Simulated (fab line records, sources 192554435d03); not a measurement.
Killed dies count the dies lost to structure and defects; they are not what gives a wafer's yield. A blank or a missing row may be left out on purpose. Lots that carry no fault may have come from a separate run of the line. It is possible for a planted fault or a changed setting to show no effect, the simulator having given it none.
fab line records -- flow n5Finfet -- part 1 of 2: steps 1 to 4 of 6
[record] lots = 22, wafers = 66, lastDay = 18
route steps=1938 shown GATE_CUT@493 MOL_CONTACT_COAG@574
lots that met no fault: taken from a fault-free run of the same line
startH: the number of hours between the record's first day and the start of the first shown wafer of the lot -- waitH: how many hours have passed since the lot's step before this one -- " as in the row above -- L1.1+2: several wafers, shown together as one row -- - no value present, or no start provided -- * or withheld: withheld -- < > ~ a bound
route shown NAME@n: a module of which the file shows steps, and the number in the route of the first -- usual: mean/standard deviation taken from wafers without a fault -- same: alike in all rows -- chamber/n: place in a boat -- sites: each site's reading -- _std_site: standard deviation across them -- _edge_site: the outer-site mean with the inner-site mean subtracted -- radiusMm: for every site, how far away it sits from the centre of the wafer -- mask NAME#n: copy n -- behind: the most recent tool/chamber to have shaped the wafer -- hold: reason for holding the lot/hours on hold/outcome of the hold -- device: which transistor (n, p or np) failed to switch -- end of line: the tests these same wafers got at the end of their route -- where a step has no rows: the recipe by itself -- killed: at the first sort, the dies lost to defects and structure; wafer yield is something else -- map: per-die view of a wafer (x killed, . not killed, _ where there is no die)
set.NAME: the setting the step ran with; set.NAME@STEP: the setting that earlier step ran with -- model.NAME: the simulator's own value behind a step, which no gauge read
one table for each step of the route and one row for each wafer, over a sample of lots
services: a tool's chamber out of use, with start hour (startH, from the record's first day; less than 0 if before it), hours out, and reason
[[steps]]
[step N5_GATE_CUT_ETCH_37]
[recipe] chemistry = N2/H2, target = SOC, targetDepthA = 600, overetchA = 120, maskMaterial = SiARC, tempC = 40, timeS = 90, ionEnergyEv = 200, pressureMtorr = 30, sourceW = 840, biasW = 150, n2FlowSccm = 200, h2FlowSccm = 200
[usual] drypumpMotorCurrentA = 5.8/0.36, oesProductAu = 0.68/0.072, rfVppV = 524.5/2, showerheadPlenumPTorr = 2.57/0.063, throttleValvePct = 17.80/0.27
lot.wafer,tool,chamber,startH,waitH,drypumpMotorCurrentA,oesProductAu,rfHoursCounterH,rfVppV,showerheadPlenumPTorr,throttleValvePct
L074.4,rieDiel-04,3,86.23,0.0,5.9,0.64,-,526.4,2.62,18.07
L074.5,rieDiel-04,0,86.23,0.0,5.6,0.65,-,526.9,2.64,17.99
L074.6,rieDiel-04,1,86.23,0.0,6.3,0.64,-,527.3,2.62,17.89
L075.2,rieDiel-05,2,92.46,0.0,5.9,0.66,186,522.7,2.53,17.80
L075.4,rieDiel-05,3,92.46,0.0,5.6,0.63,-,524.4,2.53,17.78
L075.6,rieDiel-05,1,92.46,0.0,5.2,0.70,-,524.0,2.56,17.56
L076.2,rieDiel-04,1,97.11,0.0,6.3,0.64,201,528.2,2.61,17.92
L076.3,rieDiel-04,3,97.11,0.0,5.9,0.63,226,525.3,2.62,18.06
L076.5,rieDiel-04,0,97.11,0.0,5.6,0.65,-,525.9,2.63,17.98
L078.2,rieDiel-04,0,112.78,0.0,5.7,0.64,225,525.8,2.63,18.01
L078.5,rieDiel-04,2,112.78,0.0,6.2,0.83,-,523.4,2.50,17.29
L078.6,rieDiel-04,3,112.78,0.0,5.9,0.64,-,526.1,2.62,18.09
L079.3,rieDiel-04,0,125.28,0.0,5.6,0.64,229,527.7,2.63,18.00
L079.4,rieDiel-04,1,125.28,0.0,6.3,0.63,208,526.9,2.61,17.92
L079.5,rieDiel-04,0,125.28,0.0,5.7,0.64,-,524.8,2.63,17.99
L080.2,rieDiel-04,3,127.51,0.0,5.9,0.63,235,524.5,2.62,18.08
L080.5,rieDiel-04,3,127.51,0.0,5.9,0.63,-,525.0,2.62,18.08
L080.6,rieDiel-04,2,127.51,0.0,6.2,0.82,-,522.9,2.50,17.28
L081.2,rieDiel-04,1,132.42,0.0,6.3,0.63,210,525.4,2.61,17.93
L081.4,rieDiel-04,0,132.42,0.0,5.7,0.64,231,526.3,2.63,18.01
L081.5,rieDiel-04,2,132.42,0.0,6.2,0.82,-,522.3,2.50,17.30
L082.1,rieDiel-01,1,133.43,0.0,5.5,0.67,163,525.0,2.54,17.74
L082.3,rieDiel-01,3,133.43,0.0,5.7,0.67,129,520.8,2.45,17.69
L082.5,rieDiel-01,0,133.43,0.0,5.3,0.76,-,526.4,2.57,17.63
L083.1,rieDiel-04,2,139.99,0.0,6.2,0.81,14,523.7,2.50,17.29
L083.3,rieDiel-04,0,139.99,0.0,5.6,0.63,233,524.7,2.63,18.01
L083.4,rieDiel-04,1,139.99,0.0,6.3,0.63,212,527.3,2.61,17.92
L084.2,rieDiel-04,1,143.32,0.0,6.3,0.64,212,524.6,2.61,17.93
L084.4,rieDiel-04,3,143.32,0.0,5.9,0.63,238,524.7,2.62,18.09
L084.6,rieDiel-04,1,143.32,0.0,6.3,0.63,-,525.1,2.61,17.95
L085.1,rieDiel-04,0,151.35,0.0,5.7,0.64,236,525.5,2.63,18.03
L085.2,rieDiel-04,2,151.35,0.0,6.2,0.80,16,522.4,2.50,17.30
L085.6,rieDiel-04,1,151.35,0.0,6.3,0.63,-,525.7,2.61,17.94
L087.3,rieDiel-01,1,161.01,0.0,5.5,0.67,170,522.9,2.53,17.78
L087.4,rieDiel-01,2,161.01,0.0,5.4,0.63,237,523.6,2.51,18.31
L087.5,rieDiel-01,1,161.01,0.0,5.5,0.67,-,522.6,2.53,17.78
L088.2,rieDiel-04,1,170.24,0.0,6.3,0.63,221,525.6,2.61,17.95
L088.4,rieDiel-04,3,170.24,0.0,5.9,0.63,245,525.3,2.61,18.10
L088.5,rieDiel-04,0,170.24,0.0,5.6,0.63,-,527.3,2.63,18.02
L089.2,rieDiel-04,0,180.35,0.0,5.7,0.63,244,526.2,2.63,18.04
L089.3,rieDiel-04,2,180.35,0.0,6.2,0.78,24,522.7,2.50,17.33
L089.5,rieDiel-04,1,180.35,0.0,6.3,0.63,-,525.0,2.61,17.95
L090.3,rieDiel-05,0,188.48,0.0,5.4,0.81,24,528.5,2.71,17.66
L090.4,rieDiel-05,1,188.48,0.0,5.2,0.68,145,521.6,2.55,17.59
L090.5,rieDiel-05,1,188.48,0.0,5.2,0.68,-,525.0,2.55,17.59
L092.1,rieDiel-05,2,192.37,0.0,5.9,0.64,216,522.5,2.52,17.87
L092.2,rieDiel-05,0,192.37,0.0,5.4,0.80,25,527.4,2.71,17.66
L092.3,rieDiel-05,1,192.37,0.0,5.2,0.67,146,524.2,2.55,17.61
L091.1,rieDiel-04,0,193.22,0.0,5.6,0.63,249,525.7,2.62,18.05
L091.2,rieDiel-04,2,193.22,0.0,6.2,0.77,29,523.2,2.49,17.33
L091.3,rieDiel-04,1,193.22,0.0,6.3,0.62,228,526.2,2.60,17.96
L093.2,rieDiel-04,0,199.23,0.0,5.7,0.63,251,524.2,2.62,18.04
L093.3,rieDiel-04,2,199.23,0.0,6.2,0.78,31,522.5,2.49,17.32
L093.4,rieDiel-04,2,199.23,0.0,6.2,0.78,-,522.1,2.49,17.33
L094.1,rieDiel-05,1,208.95,0.0,5.2,0.67,152,524.6,2.55,17.61
L094.5,rieDiel-05,1,208.95,0.0,5.2,0.67,-,524.0,2.55,17.62
L094.6,rieDiel-05,2,208.95,0.0,5.9,0.64,-,522.9,2.51,17.86
L095.2,rieDiel-04,3,219.55,0.0,5.9,0.84,5,523.2,2.61,17.69
L095.3,rieDiel-04,1,219.55,0.0,6.3,0.61,238,525.6,2.60,17.97
L095.4,rieDiel-04,2,219.55,0.0,6.2,0.77,-,520.6,2.49,17.35
L097.2,rieDiel-01,0,229.87,0.0,5.3,0.73,75,526.0,2.56,17.68
L097.4,rieDiel-01,2,229.87,0.0,5.4,0.61,-,521.5,2.50,18.35
L097.5,rieDiel-01,1,229.87,0.0,5.5,0.66,-,522.8,2.53,17.80
L096.1,rieDiel-05,3,233.14,0.0,5.6,0.61,227,521.6,2.51,17.85
L096.2,rieDiel-05,2,233.14,0.0,5.8,0.64,228,523.5,2.51,17.90
L096.4,rieDiel-05,0,233.14,0.0,5.4,0.79,39,527.6,2.70,17.69
[step N5_MOL_CONTACT_COAG_OVL_MEAS_85]
[recipe] pointsPerWafer = 522
[usual] VG_OVL = -0.1/0.61
lot.wafer,tool,chamber,startH,waitH,VG_OVL[nm]
L074.4,overlay-02,0,99.92,0.0,-0.5
L074.5,overlay-02,0,99.92,0.0,-0.2
L074.6,overlay-02,0,99.92,0.0,0.4
L075.2,overlay-01,0,108.11,0.0,-0.8
L075.4,overlay-01,0,108.11,0.0,-1.1
L075.6,overlay-01,0,108.11,0.0,-0.4
L076.2,overlay-01,0,112.56,0.0,-0.3
L076.3,overlay-01,0,112.56,0.0,0.1
L076.5,overlay-01,0,112.56,0.0,0.6
L078.2,overlay-02,0,124.44,0.0,0.6
L078.5,overlay-02,0,124.44,0.0,0.3
L078.6,overlay-02,0,124.44,0.0,0.1
L079.3,overlay-02,0,137.11,0.0,-0.3
L079.4,overlay-02,0,137.11,0.0,0.1
L079.5,overlay-02,0,137.11,0.0,-0.2
L080.2,overlay-02,0,140.79,0.0,0.0
L080.5,overlay-02,0,140.79,0.0,-0.8
L080.6,overlay-02,0,140.79,0.0,-0.3
L081.2,overlay-01,0,145.51,0.0,-0.6
L081.4,overlay-01,0,145.51,0.0,0.0
L081.5,overlay-01,0,145.51,0.0,-1.2
L082.1,overlay-02,0,149.59,0.0,0.6
L082.3,overlay-02,0,149.59,0.0,0.5
L082.5,overlay-02,0,149.59,0.0,-0.8
L083.1,overlay-02,0,152.88,0.0,-1.1
L083.3,overlay-02,0,152.88,0.0,-0.9
L083.4,overlay-02,0,152.88,0.0,-1.2
L084.2,overlay-02,0,156.01,0.0,0.6
L084.4,overlay-02,0,156.01,0.0,0.5
L084.6,overlay-02,0,156.01,0.0,-0.3
L085.1,overlay-01,0,165.06,0.0,-0.3
L085.2,overlay-01,0,165.06,0.0,0.2
L085.6,overlay-01,0,165.06,0.0,-0.1
L087.3,overlay-01,0,171.91,0.0,0.9
L087.4,overlay-01,0,171.91,0.0,0.2
L087.5,overlay-01,0,171.91,0.0,0.8
L088.2,overlay-02,0,185.44,0.0,0.3
L088.4,overlay-02,0,185.44,0.0,0.4
L088.5,overlay-02,0,185.44,0.0,0.7
L089.2,overlay-01,0,195.94,0.0,-0.6
L089.3,overlay-01,0,195.94,0.0,-0.6
L089.5,overlay-01,0,195.94,0.0,0.6
L090.3,overlay-01,0,204.57,0.0,0.4
L090.4,overlay-01,0,204.57,0.0,0.3
L090.5,overlay-01,0,204.57,0.0,0.3
L092.1,overlay-02,0,206.18,0.0,1.0
L092.2,overlay-02,0,206.18,0.0,-0.4
L092.3,overlay-02,0,206.18,0.0,0.5
L091.1,overlay-02,0,206.85,0.0,0.3
L091.2,overlay-02,0,206.85,0.0,-1.4
L091.3,overlay-02,0,206.85,0.0,-0.5
L093.2,overlay-02,0,213.48,0.0,0.5
L093.3,overlay-02,0,213.48,0.0,0.1
L093.4,overlay-02,0,213.48,0.0,-1.0
L094.1,overlay-01,0,223.81,0.0,0.0
L094.5,overlay-01,0,223.81,0.0,-0.2
L094.6,overlay-01,0,223.81,0.0,0.1
L095.2,overlay-01,0,237.28,0.0,-0.8
L095.3,overlay-01,0,237.28,0.0,0.3
L095.4,overlay-01,0,237.28,0.0,-0.2
L097.2,overlay-01,0,244.10,0.0,0.0
L097.4,overlay-01,0,244.10,0.0,0.0
L097.5,overlay-01,0,244.10,0.0,-0.5
L096.1,overlay-01,0,248.66,0.0,-0.6
L096.2,overlay-01,0,248.66,0.0,-0.5
L096.4,overlay-01,0,248.66,0.0,0.2
[step N5_MOL_CONTACT_COAG_DESCUM_88]
[recipe] chemistry = O2, timeS = 7, sourcePowerW = 50, biasPowerW = 20, pressureMtorr = 20, rfFrequencyHz = 2.712e+07, tempC = 40, resist = CAR-EUV, o2FlowSccm = 225
[usual] drypumpMotorCurrentA = 5.6/0.49, oesProductAu = 0.82/0.063, rfVppV = 243.4/1.3, showerheadPlenumPTorr = 2.10/0.067, throttleValvePct = 20.33/0.25
lot.wafer,tool,chamber,startH,waitH,drypumpMotorCurrentA,oesProductAu,rfHoursCounterH,rfVppV,showerheadPlenumPTorr,throttleValvePct
L074.4,rieDiel-02,0,100.01,0.0,5.4,0.75,-,243.1,2.08,20.44
L074.5,rieDiel-02,1,100.01,0.0,5.0,0.93,-,242.9,2.05,20.32
L074.6,rieDiel-02,3,100.01,0.0,5.4,0.81,-,244.7,2.21,20.54
L075.2,rieDiel-02,2,109.60,1.4,5.1,0.98,4,242.0,2.05,20.57
L075.4,rieDiel-02,1,109.60,1.4,5.0,0.91,16,243.9,2.04,20.35
L075.6,rieDiel-02,3,109.60,1.4,5.4,0.79,-,243.8,2.21,20.54
L076.2,rieDiel-03,0,112.66,0.0,5.5,0.87,53,246.0,2.22,19.93
L076.3,rieDiel-03,3,112.66,0.0,6.0,0.78,112,243.7,2.10,20.09
L076.5,rieDiel-03,1,112.66,0.0,6.1,0.93,-,243.8,2.14,20.16
L078.2,rieDiel-03,1,124.54,0.0,6.1,0.91,27,245.6,2.14,20.16
L078.5,rieDiel-03,3,124.54,0.0,6.0,0.78,-,243.6,2.09,20.11
L078.6,rieDiel-03,0,124.54,0.0,5.5,0.85,-,245.4,2.22,19.96
L079.3,rieDiel-06,0,137.20,0.0,6.3,0.88,24,242.6,2.04,20.41
L079.4,rieDiel-06,3,137.20,0.0,6.6,0.81,78,243.7,2.13,20.60
L079.5,rieDiel-06,1,137.20,0.0,4.9,0.76,-,240.5,2.03,20.72
L080.2,rieDiel-03,2,141.02,0.2,5.6,0.90,20,244.7,2.14,20.02
L080.5,rieDiel-03,2,141.02,0.2,5.6,0.90,-,243.7,2.14,20.00
L080.6,rieDiel-03,1,141.02,0.2,6.1,0.91,-,243.6,2.14,20.16
L081.2,rieDiel-03,1,145.71,0.2,6.1,0.90,33,243.2,2.14,20.17
L081.4,rieDiel-03,3,145.71,0.2,6.0,0.77,123,243.6,2.09,20.12
L081.5,rieDiel-03,3,145.71,0.2,6.0,0.78,-,243.2,2.09,20.13
L082.1,rieDiel-06,3,149.68,0.0,6.6,0.79,83,243.7,2.12,20.61
L082.3,rieDiel-06,0,149.68,0.0,6.2,0.88,30,242.6,2.04,20.42
L082.5,rieDiel-06,2,149.68,0.0,5.4,0.81,-,242.5,2.02,20.30
L083.1,rieDiel-02,0,152.97,0.0,5.4,0.73,148,242.7,2.08,20.48
L083.3,rieDiel-02,2,152.97,0.0,5.1,0.92,20,242.5,2.05,20.60
L083.4,rieDiel-02,1,152.97,0.0,5.1,0.87,32,243.1,2.04,20.37
L084.2,rieDiel-06,0,156.10,0.0,6.2,0.88,32,242.4,2.04,20.44
L084.4,rieDiel-06,1,156.10,0.0,4.8,0.74,156,241.2,2.03,20.71
L084.6,rieDiel-06,2,156.10,0.0,5.4,0.82,-,242.3,2.02,20.32
L085.1,rieDiel-02,0,165.16,0.0,5.4,0.72,152,243.1,2.08,20.47
L085.2,rieDiel-02,3,165.16,0.0,5.4,0.78,143,245.3,2.20,20.58
L085.6,rieDiel-02,0,165.16,0.0,5.4,0.73,-,243.6,2.08,20.48
L087.3,rieDiel-02,3,171.99,0.0,5.4,0.77,144,244.6,2.20,20.58
L087.4,rieDiel-02,1,171.99,0.0,5.0,0.86,36,241.3,2.04,20.36
L087.5,rieDiel-02,1,171.99,0.0,5.1,0.85,-,240.8,2.04,20.38
L088.2,rieDiel-02,0,185.52,0.0,5.4,0.73,157,244.3,2.07,20.47
L088.4,rieDiel-02,2,185.52,0.0,5.1,0.90,30,241.4,2.04,20.62
L088.5,rieDiel-02,3,185.52,0.0,5.4,0.78,-,246.1,2.20,20.60
L089.2,rieDiel-03,0,196.03,0.0,5.5,0.83,78,245.1,2.21,19.99
L089.3,rieDiel-03,1,196.03,0.0,6.1,0.88,47,244.5,2.14,20.21
L089.5,rieDiel-03,0,196.03,0.0,5.5,0.82,-,244.3,2.21,19.95
L090.3,rieDiel-06,2,204.65,0.0,5.4,0.79,103,243.2,2.01,20.34
L090.4,rieDiel-06,0,204.65,0.0,6.2,0.86,44,243.0,2.03,20.45
L090.5,rieDiel-06,3,204.65,0.0,6.6,0.78,-,242.7,2.12,20.63
L092.1,rieDiel-06,2,206.27,0.0,5.4,0.80,104,242.2,2.01,20.36
L092.2,rieDiel-06,1,206.27,0.0,4.8,0.72,172,241.7,2.02,20.73
L092.3,rieDiel-06,0,206.27,0.0,6.2,0.86,45,244.1,2.03,20.44
L091.1,rieDiel-03,3,207.25,0.3,6.0,0.76,141,244.0,2.09,20.14
L091.2,rieDiel-03,0,207.25,0.3,5.5,0.82,81,244.5,2.21,20.00
L091.3,rieDiel-03,2,207.25,0.3,5.6,0.87,40,244.2,2.13,20.03
L093.2,rieDiel-03,3,213.56,0.0,6.0,0.74,143,243.4,2.09,20.16
L093.3,rieDiel-03,2,213.56,0.0,5.6,0.85,42,243.3,2.13,20.04
L093.4,rieDiel-03,0,213.56,0.0,5.5,0.81,83,244.7,2.21,19.99
L094.1,rieDiel-03,0,223.90,0.0,5.4,0.82,87,243.1,2.21,20.00
L094.5,rieDiel-03,0,223.90,0.0,5.5,0.82,-,244.1,2.21,20.00
L094.6,rieDiel-03,1,223.90,0.0,6.1,0.87,-,242.0,2.13,20.19
L095.2,rieDiel-06,1,237.37,0.0,4.9,0.72,183,240.8,2.02,20.76
L095.3,rieDiel-06,0,237.37,0.0,6.2,0.84,56,242.9,2.03,20.46
L095.4,rieDiel-06,0,237.37,0.0,6.2,0.83,-,241.6,2.03,20.45
L097.2,rieDiel-03,3,244.19,0.0,6.0,0.75,155,243.2,2.08,20.18
L097.4,rieDiel-03,1,244.19,0.0,6.1,0.86,62,242.4,2.13,20.21
L097.5,rieDiel-03,0,244.19,0.0,5.4,0.82,-,244.1,2.21,20.00
L096.1,rieDiel-06,2,249.01,0.3,5.4,0.78,120,242.4,2.01,20.37
L096.2,rieDiel-06,0,249.01,0.3,6.2,0.83,60,241.6,2.03,20.46
L096.4,rieDiel-06,1,249.01,0.3,4.8,0.71,188,240.3,2.02,20.76
[step N5_MOL_CONTACT_COAG_ETCH_89]
[recipe] chemistry = N2/H2, target = underlayer, targetDepthA = 130, maskMaterial = CAR-EUV, timeS = 10.4, ionEnergyEv = 200, pressureMtorr = 30, sourceW = 840, biasW = 150, n2FlowSccm = 200, h2FlowSccm = 200, ends = cleared
[usual] drypumpMotorCurrentA = 5.7/0.49, etchRfOnTimeS = 10.49/0.27, oesProductAu = 0.70/0.053, rfVppV = 524.1/2.3, showerheadPlenumPTorr = 2.55/0.078, throttleValvePct = 17.72/0.27
lot.wafer,tool,chamber,startH,waitH,drypumpMotorCurrentA,etchRfOnTimeS,oesProductAu,rfHoursCounterH,rfVppV,showerheadPlenumPTorr,throttleValvePct
L074.4,rieDiel-02,0,100.04,0.0,5.4,11.04,0.63,-,523.1,2.55,17.99
L074.5,rieDiel-02,1,100.04,0.0,5.1,11.04,0.76,-,521.4,2.50,17.84
L074.6,rieDiel-02,3,100.04,0.0,5.4,10.76,0.67,-,528.2,2.66,17.78
L075.2,rieDiel-02,2,109.63,0.0,5.2,10.09,0.84,4,521.7,2.51,18.10
L075.4,rieDiel-02,1,109.63,0.0,5.1,10.93,0.75,16,521.7,2.50,17.84
L075.6,rieDiel-02,3,109.63,0.0,5.4,10.61,0.67,-,527.0,2.66,17.77
L076.2,rieDiel-03,0,112.69,0.0,5.5,10.25,0.74,53,527.5,2.69,17.23
L076.3,rieDiel-03,3,112.69,0.0,6.0,10.13,0.67,112,525.1,2.55,17.70
L076.5,rieDiel-03,1,112.69,0.0,6.1,10.74,0.78,-,525.5,2.60,17.51
L078.2,rieDiel-03,1,124.57,0.0,6.1,10.86,0.77,27,524.7,2.60,17.54
L078.5,rieDiel-03,3,124.57,0.0,6.0,10.28,0.66,-,523.6,2.55,17.70
L078.6,rieDiel-03,0,124.57,0.0,5.5,10.46,0.73,-,528.9,2.69,17.25
L079.3,rieDiel-06,0,137.23,0.0,6.2,10.29,0.77,24,522.8,2.49,17.77
L079.4,rieDiel-06,3,137.23,0.0,6.6,10.05,0.71,78,522.4,2.58,18.09
L079.5,rieDiel-06,1,137.23,0.0,4.8,10.09,0.65,-,519.9,2.42,17.87
L080.2,rieDiel-03,2,141.05,0.0,5.6,10.26,0.78,20,526.8,2.59,17.29
L080.5,rieDiel-03,2,141.05,0.0,5.6,10.31,0.76,-,525.1,2.59,17.29
L080.6,rieDiel-03,1,141.05,0.0,6.1,10.61,0.77,-,525.0,2.60,17.54
L081.2,rieDiel-03,1,145.75,0.0,6.1,10.62,0.77,33,524.3,2.60,17.54
L081.4,rieDiel-03,3,145.75,0.0,6.0,10.23,0.65,123,525.8,2.55,17.73
L081.5,rieDiel-03,3,145.75,0.0,6.0,10.23,0.66,-,524.2,2.55,17.72
L082.1,rieDiel-06,3,149.71,0.0,6.6,10.18,0.69,83,524.2,2.58,18.07
L082.3,rieDiel-06,0,149.71,0.0,6.3,10.34,0.76,30,520.9,2.48,17.77
L082.5,rieDiel-06,2,149.71,0.0,5.4,10.85,0.69,-,522.4,2.46,17.66
L083.1,rieDiel-02,0,153.00,0.0,5.4,10.65,0.63,148,524.0,2.54,18.04
L083.3,rieDiel-02,2,153.00,0.0,5.1,10.12,0.79,20,521.7,2.50,18.11
L083.4,rieDiel-02,1,153.00,0.0,5.0,10.86,0.73,32,521.3,2.49,17.86
L084.2,rieDiel-06,0,156.13,0.0,6.2,10.52,0.74,32,523.8,2.48,17.78
L084.4,rieDiel-06,1,156.13,0.0,4.9,10.31,0.65,156,520.8,2.42,17.86
L084.6,rieDiel-06,2,156.13,0.0,5.5,10.83,0.69,-,521.6,2.46,17.67
L085.1,rieDiel-02,0,165.19,0.0,5.4,10.86,0.62,152,523.3,2.54,18.06
L085.2,rieDiel-02,3,165.19,0.0,5.4,10.69,0.65,143,526.9,2.65,17.81
L085.6,rieDiel-02,0,165.19,0.0,5.4,10.88,0.62,-,524.3,2.54,18.04
L087.3,rieDiel-02,3,172.03,0.0,5.4,10.52,0.65,144,526.5,2.65,17.82
L087.4,rieDiel-02,1,172.03,0.0,5.1,10.79,0.72,36,520.8,2.49,17.89
L087.5,rieDiel-02,1,172.03,0.0,5.0,10.84,0.72,-,520.7,2.49,17.88
L088.2,rieDiel-02,0,185.56,0.0,5.4,10.86,0.61,157,522.9,2.54,18.08
L088.4,rieDiel-02,2,185.56,0.0,5.1,10.12,0.78,30,522.7,2.49,18.12
L088.5,rieDiel-02,3,185.56,0.0,5.4,10.66,0.65,-,527.1,2.65,17.81
L089.2,rieDiel-03,0,196.06,0.0,5.5,10.32,0.70,78,527.6,2.68,17.28
L089.3,rieDiel-03,1,196.06,0.0,6.1,10.75,0.74,47,525.8,2.59,17.56
L089.5,rieDiel-03,0,196.06,0.0,5.5,10.46,0.71,-,528.9,2.68,17.29
L090.3,rieDiel-06,2,204.68,0.0,5.4,11.20,0.67,103,520.8,2.45,17.68
L090.4,rieDiel-06,0,204.68,0.0,6.3,10.58,0.74,44,521.3,2.48,17.80
L090.5,rieDiel-06,3,204.68,0.0,6.6,10.39,0.67,-,525.4,2.57,18.12
L092.1,rieDiel-06,2,206.31,0.0,5.4,11.02,0.68,104,521.0,2.45,17.70
L092.2,rieDiel-06,1,206.31,0.0,4.8,10.49,0.63,172,520.9,2.41,17.89
L092.3,rieDiel-06,0,206.31,0.0,6.2,10.47,0.73,45,521.8,2.48,17.80
L091.1,rieDiel-03,3,207.29,0.0,6.0,10.05,0.65,141,523.7,2.54,17.75
L091.2,rieDiel-03,0,207.29,0.0,5.5,10.21,0.71,81,527.7,2.68,17.27
L091.3,rieDiel-03,2,207.29,0.0,5.6,10.23,0.74,40,525.1,2.58,17.33
L093.2,rieDiel-03,3,213.60,0.0,6.0,10.20,0.65,143,524.3,2.54,17.76
L093.3,rieDiel-03,2,213.60,0.0,5.6,10.43,0.72,42,524.3,2.58,17.30
L093.4,rieDiel-03,0,213.60,0.0,5.5,10.35,0.70,83,528.4,2.68,17.30
L094.1,rieDiel-03,0,223.94,0.0,5.5,10.51,0.69,87,528.6,2.68,17.31
L094.5,rieDiel-03,0,223.94,0.0,5.5,10.37,0.70,-,528.4,2.68,17.29
L094.6,rieDiel-03,1,223.94,0.0,6.1,10.62,0.75,-,524.3,2.59,17.57
L095.2,rieDiel-06,1,237.40,0.0,4.9,10.39,0.63,183,522.2,2.41,17.91
L095.3,rieDiel-06,0,237.40,0.0,6.2,10.40,0.72,56,523.1,2.47,17.82
L095.4,rieDiel-06,0,237.40,0.0,6.3,10.39,0.72,-,522.5,2.47,17.83
L097.2,rieDiel-03,3,244.22,0.0,6.0,10.24,0.63,155,523.1,2.53,17.76
L097.4,rieDiel-03,1,244.22,0.0,6.2,10.61,0.73,62,524.9,2.58,17.59
L097.5,rieDiel-03,0,244.22,0.0,5.5,10.40,0.69,-,527.9,2.67,17.33
L096.1,rieDiel-06,2,249.04,0.0,5.4,11.00,0.66,120,521.4,2.45,17.73
L096.2,rieDiel-06,0,249.04,0.0,6.2,10.51,0.71,60,522.6,2.47,17.83
L096.4,rieDiel-06,1,249.04,0.0,4.8,10.33,0.62,188,520.5,2.41,17.92
